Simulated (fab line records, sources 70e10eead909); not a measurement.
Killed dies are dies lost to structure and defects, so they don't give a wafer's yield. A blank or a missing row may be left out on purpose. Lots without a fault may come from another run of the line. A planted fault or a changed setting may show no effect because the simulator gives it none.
fab line records | flow nand_harc
record lots=5 wafers=15 last_day=33
route steps=1302 shown P_GATE@185 END@1302
lots that met no fault: from a run of the same line without faults
start_h: hours from the record's first day to the start of the lot's first wafer shown | wait_h: hours since the lot's step before | " the same as in the row above | L1.1+2: a row that stands for several wafers | - no value, or no start given | * or withheld: withheld | < > ~ a bound
route shown NAME@n: a module of which the file shows steps, and the number in the route of the first | usual: mean/standard deviation of fault-free wafers | same: alike in all rows | chamber/n: place in a boat | sites: the reading at each site | _std_site: their standard deviation | _edge_site: outer sites' mean less inner sites' | radius_mm: how far each site lies from the wafer's centre | mask NAME#n: copy n | behind: the tool/chamber that last shaped the wafer | hold: why the lot was held/for how many hours/how that ended | device: the transistor (n, p or np) that didn't switch | end of line: the same wafers' tests at the end of the route | a step without rows: its recipe alone | killed: dies lost to structure and defects at the first sort, not the wafer's yield | map: a wafer's dies, x killed, . not, _ none there
set.NAME: the setting as run; set.NAME@STEP: as run at that earlier step | model.NAME: the simulator's own value behind a step, which no gauge read
lots at some steps of the route; a table a step, a row a wafer
services: from which hour (start_h, from the record's first day; less than 0 if before it) a tool's chamber was out of use, for how many hours, and why
## steps
# step NHARC_P_GATE_CD_MEAS_59
# recipe target_cd_nm=720 landing_energy_ev=500
# usual cd_nm=720.0/1.3
# columns lot.wafer tool chamber start_h wait_h cd_nm
L211.1 cd_sem-01 0 152.90 - 721.1
L211.3 " 0 " " 718.8
L211.5 " 0 " " 720.1
L214.3 cd_sem-03 0 180.02 - 721.3
L214.5 " 0 " " 721.0
L214.6 " 0 " " 720.1
L225.1 cd_sem-02 0 294.54 - 721.9
L225.2 " 0 " " 720.6
L225.3 " 0 " " 721.7
L228.3 cd_sem-03 0 324.03 - 719.7
L228.4 " 0 " " 719.2
L228.5 " 0 " " 718.7
L230.3 cd_sem-01 0 338.24 - 721.5
L230.4 " 0 " " 721.6
L230.6 " 0 " " 721.8
# step NHARC_P_GATE_HARDBAKE_60
# recipe temp_c=125 time_s=80
# step NHARC_P_GATE_DESCUM_61
# recipe time_s=3 o2_flow_sccm=200 ar_flow_sccm=0 bias_power_w=0 chemistry=O2
# usual drypump_motor_current_A=5.8/0.36 oes_product_au=0.999/0.0077 rf_vpp_V=58.0/0.89 showerhead_plenum_p_Torr=1.95/0.07 throttle_valve_pct=11.311/0.0092
# columns lot.wafer tool chamber start_h wait_h drypump_motor_current_A oes_product_au rf_hours_counter_h rf_vpp_V showerhead_plenum_p_Torr throttle_valve_pct
L211.1 rie_diel-06 0 153.07 - 6.1 1.006 0 58.1 2.02 11.301
L211.3 " 1 " " 5.4 0.994 0 57.8 1.96 11.310
L211.5 " 0 " " 6.1 1.004 - 58.7 2.02 11.310
L214.3 rie_diel-11 0 180.19 - 5.9 1.004 4 57.3 1.99 11.299
L214.6 " 3 " " 5.9 0.997 - 58.2 1.89 11.303
L214.5 " 0 " " 6.0 1.001 - 56.8 1.99 11.322
L225.3 rie_diel-06 1 294.70 - 5.4 0.991 10 59.0 1.96 11.304
L225.2 " 2 " " 6.1 0.992 9 57.3 1.89 11.337
L225.1 " 3 " " 5.8 0.998 10 57.2 1.87 11.311
L228.3 rie_diel-11 1 324.21 - 6.2 0.996 3 57.3 2.00 11.313
L228.4 " 2 " " 5.8 0.992 3 58.8 2.03 11.306
L228.5 " 0 " " 6.0 0.984 - 57.5 1.99 11.304
L230.4 rie_diel-11 1 338.42 - 6.2 1.008 4 58.2 2.00 11.308
L230.3 " 2 " " 5.8 1.004 4 58.2 2.03 11.300
L230.6 " 0 " " 6.0 1.002 - 59.5 1.99 11.304
# step NHARC_P_GATE_IMPLANT_62
# recipe energy_kev=20 dose_cm2=3e+15 tilt_deg=7
# step NHARC_P_GATE_STRIP_112
# recipe power_w=1500 temp_c=110 time_s=200 chemistry=N2/H2
# usual drypump_motor_current_A=5.5/0.3 heater_power_w=89/3.9 temp_c=110.00/0.12
# columns lot.wafer tool chamber start_h wait_h drypump_motor_current_A heater_power_w rf_hours_counter_h temp_c
L211.1 plasma_asher-02 1 153.65 0.2 5.8 86 18 109.97
L211.3 " 0 " " 5.7 86 - 109.96
L211.5 " 0 " " 5.8 84 - 109.90
L214.3 plasma_asher-02 1 180.68 0.3 5.9 86 - 110.20
L214.5 " 0 " " 5.8 85 - 109.91
L214.6 " 1 " " 5.9 87 - 110.04
L225.1 plasma_asher-02 0 295.07 0.2 5.8 88 8 110.15
L225.2 " 1 " " 5.8 87 8 110.07
L225.3 " 1 " " 5.8 87 - 110.04
L228.4 plasma_asher-02 0 324.64 0.2 5.8 87 - 110.05
L228.3 " 1 " " 5.8 87 - 110.09
L228.5 " 1 " " 5.9 84 - 110.00
L230.3 plasma_asher-01 0 338.85 0.2 5.4 93 - 110.13
L230.4 " 1 " " 5.1 92 - 109.97
L230.6 " 1 " " 5.1 93 - 110.15
# step NHARC_P_GATE_STRIP_76
# recipe power_w=1500 temp_c=250 chemistry=O2
# usual drypump_motor_current_A=5.54/0.3 heater_power_w=333/15 temp_c=249.98/0.17
# columns lot.wafer tool chamber start_h wait_h drypump_motor_current_A heater_power_w rf_hours_counter_h temp_c
L211.1 plasma_asher-02 1 153.91 0.2 5.82 333 19 250.18
L211.3 " 0 " " 5.80 316 - 249.97
L211.5 " 0 " " 5.79 315 - 250.19
L214.3 plasma_asher-02 1 180.84 0.1 5.81 325 - 250.10
L214.5 " 0 " " 5.78 315 - 250.09
L214.6 " 1 " " 5.84 324 - 250.09
L225.1 plasma_asher-02 0 295.34 0.2 5.74 312 8 250.03
L225.2 " 1 " " 5.85 326 8 249.81
L225.3 " 1 " " 5.83 327 - 249.87
L228.4 plasma_asher-02 0 324.83 0.2 5.78 332 - 250.07
L228.3 " 1 " " 5.85 326 - 250.09
L228.5 " 1 " " 5.84 324 - 250.36
L230.3 plasma_asher-01 0 339.05 0.2 5.37 354 - 250.09
L230.4 " 1 " " 5.16 345 - 250.30
L230.6 " 1 " " 5.11 332 - 250.48
# step NHARC_P_GATE_STRIP_63
# recipe time_s=900 temp_c=130 chemistry=SPM
# step NHARC_P_GATE_DEHYDRATE_83
# recipe temp_c=150 time_s=120
# step NHARC_P_GATE_HMDS_84
# recipe time_s=30
# step NHARC_P_GATE_COAT_85
# recipe spin_rpm=3000
# step NHARC_P_GATE_SOFTBAKE_86
# recipe temp_c=122 time_s=95
# step NHARC_P_GATE_EBR_87
# step NHARC_P_GATE_EXPOSE_88
# recipe na=0.6 target_cd_nm=2000 dose_mj=11.87 mask_id=P_HVN
# columns lot.wafer tool chamber start_h wait_h mask
L211.1+3+5 krf_scanner-03 0 154.55 - P_HVN#0
L214.3+5+6 krf_scanner-01 0 181.58 - P_HVN_R1#0
L225.1+2+3 krf_scanner-01 0 295.97 - P_HVN#0
L228.3+4+5 krf_scanner-03 0 325.58 - P_HVN#0
L230.3+4+6 krf_scanner-01 0 339.80 - P_HVN#0
# step NHARC_P_GATE_PEB_89
# recipe peb_temp_c=118 peb_time_s=85
# step NHARC_P_GATE_DEVELOP_90
# recipe time_s=70
# step NHARC_P_GATE_CD_MEAS_91
# recipe target_cd_nm=2000 landing_energy_ev=500
# usual cd_nm=1999.7/1.3
# columns lot.wafer tool chamber start_h wait_h hold cd_nm
L211.1 cd_sem-02 0 154.70 - - 1999.8
L211.3 " 0 " " - 2001.8
L211.5 " 0 " " - 2000.9
L214.3 cd_sem-02 0 181.73 - await_dispo/0.2h/release 2080.6
L214.5 " 0 " " await_dispo/0.2h/release 2082.8
L214.6 " 0 " " await_dispo/0.2h/release 2080.5
L214.3 cd_sem-02 0 - - - 2080.9
L214.5 " 0 " " - 2082.9
L214.6 " 0 " " - 2081.0
L225.1 cd_sem-02 0 296.13 - - 1999.1
L225.2 " 0 " " - 1998.1
L225.3 " 0 " " - 1998.2
L228.3 cd_sem-01 0 325.73 - - 2000.5
L228.4 " 0 " " - 2000.9
L228.5 " 0 " " - 1999.6
L230.3 cd_sem-03 0 339.95 - - 2001.3
L230.4 " 0 " " - 2000.8
L230.6 " 0 " " - 1999.6
# step NHARC_END_SORT_01
# recipe temp_c=25
# usual defect_limited_yield=90.3/3 killed_at_array=60/21 killed_at_other=1.0/1.2 killed_at_periphery=4.2/2.8 killed_dies=65/20 killed_open=3.1/1.8 killed_short=2.6/1.6
# same gross_dies=677
# columns lot.wafer tool chamber start_h wait_h defect_limited_yield[%] killed_at_array killed_at_other killed_at_periphery killed_dies killed_open killed_short
L225.1 prober-02 0 764.95 2.5 93.2 44 2 0 46 2 3
L225.2 prober-02 0 765.75 2.8 94.1 36 0 4 40 5 4
L225.3 prober-02 0 766.55 3.1 95.4 29 0 2 31 0 1
L228.3 prober-01 0 780.43 3.1 95.9 22 1 5 28 3 1
L228.4 prober-01 0 781.23 3.4 95.0 23 0 11 34 4 2
L228.5 prober-01 0 782.03 3.7 96.6 13 1 9 23 2 2
# killed by level:class
L225.1 A_CHANNEL_HOLE_D2:chamber_film_flake=21 A_CHANNEL_HOLE_D1:chamber_film_flake=7 A_SLIT:chamber_film_flake=4 A_CHANNEL_HOLE_D2:geometric_particle:short=2 A_M0:geometric_particle:open=2 A_CONTACT:chamber_film_flake=2 A_BLC:chamber_film_flake=2 THIN_TSV:chamber_film_flake=2
L225.2 A_CHANNEL_HOLE_D2:chamber_film_flake=9 A_CHANNEL_HOLE_D1:chamber_film_flake=4 A_BLC:chamber_film_flake=4 A_CONTACT:chamber_film_flake=3 A_STAIRCASE:chamber_film_flake=3 A_SLIT:chamber_film_flake=3 A_DECK1_JOINT:geometric_particle:open=2 A_WL_FILL:geometric_particle:short=2
L225.3 A_CHANNEL_HOLE_D2:chamber_film_flake=14 A_SLIT:chamber_film_flake=4 A_CHANNEL_HOLE_D1:chamber_film_flake=3 A_BLC:chamber_film_flake=3 A_CHANNEL_FILL_D2:geometric_particle:short=1 P_STI:chamber_film_flake=1 P_M0:chamber_film_flake=1 A_ZERO_WELL:chamber_film_flake=1
L228.3 A_SLIT:chamber_film_flake=11 A_CHANNEL_FILL_D1:chamber_film_flake=3 A_ONON_D1:geometric_particle:open=2 P_ZERO_WELL:chamber_film_flake=2 A_CONTACT:chamber_film_flake=2 A_WL_FILL:geometric_particle:open=1 A_M0:geometric_particle:short=1 P_STI:chamber_film_flake=1
L228.4 A_SLIT:chamber_film_flake=9 P_GATE:chamber_film_flake=5 P_M0:chamber_film_flake=3 A_CHANNEL_HOLE_D2:chamber_film_flake=3 A_CHANNEL_FILL_D1:chamber_film_flake=2 P_CONTACT:geometric_particle:open=1 P_M0:geometric_particle:open=1 A_SOURCE_PLATE:geometric_particle:open=1
L228.5 A_SLIT:chamber_film_flake=5 P_GATE:chamber_film_flake=3 P_ZERO_WELL:chamber_film_flake=2 P_BONDPAD:chamber_film_flake=2 A_CHANNEL_FILL_D1:chamber_film_flake=2 A_CONTACT:chamber_film_flake=2 P_M0:geometric_particle:short=1 P_M0:geometric_particle:open=1
## services
# columns tool chamber start_h hours kind
rie_diel-06 - 130.20 9.0 pm
krf_scanner-01 - 133.29 9.4 repair
rie_diel-11 0 136.53 - clean
rie_diel-11 1 136.53 - clean
krf_scanner-01 - 144.55 4.0 pm
rie_diel-06 2 153.30 14.5 repair
krf_scanner-03 - 159.09 0.3 repair
plasma_asher-01 - 165.00 9.0 pm
krf_scanner-01 - 176.73 4.5 repair
krf_scanner-01 - 212.04 1.8 repair
krf_scanner-03 - 224.03 4.0 pm
plasma_asher-02 - 249.25 9.0 pm
plasma_asher-02 0 249.25 9.0 vent_cycle
plasma_asher-02 1 249.25 9.0 vent_cycle
rie_diel-11 - 255.50 9.0 pm
plasma_asher-02 0 258.25 - clean
plasma_asher-02 1 258.25 - clean
krf_scanner-03 - 262.59 0.5 repair
krf_scanner-03 - 270.94 2.8 repair
krf_scanner-01 - 275.42 1.2 repair
rie_diel-11 - 292.48 0.6 repair
rie_diel-06 - 307.20 9.0 pm
krf_scanner-01 - 316.55 4.0 pm
krf_scanner-03 - 318.92 1.0 repair
## key
first_sign step=NHARC_P_GATE_EXPOSE_88 reading=mask direction=changed
effect step=NHARC_P_GATE_CD_MEAS_91 reading=visit direction=added
effect step=NHARC_P_GATE_CD_MEAS_91 reading=cd_nm direction=up sigmas=65 usual=1999.7 struck=2081.3
met_at NHARC_P_GATE_EXPOSE_88
struck_wafers L214.3,L214.5,L214.6
scrapped_behind NHARC_P_GATE_CD_MEAS_91 L214.3,L214.5,L214.6
fault kind=wrong_mask tool=any chamber=- onset_h=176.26 steps=NHARC_P_GATE_EXPOSE_88 aux_copy=P_HVN_R1#0 cd_offset_nm=82.546 scope=struck_lots_only
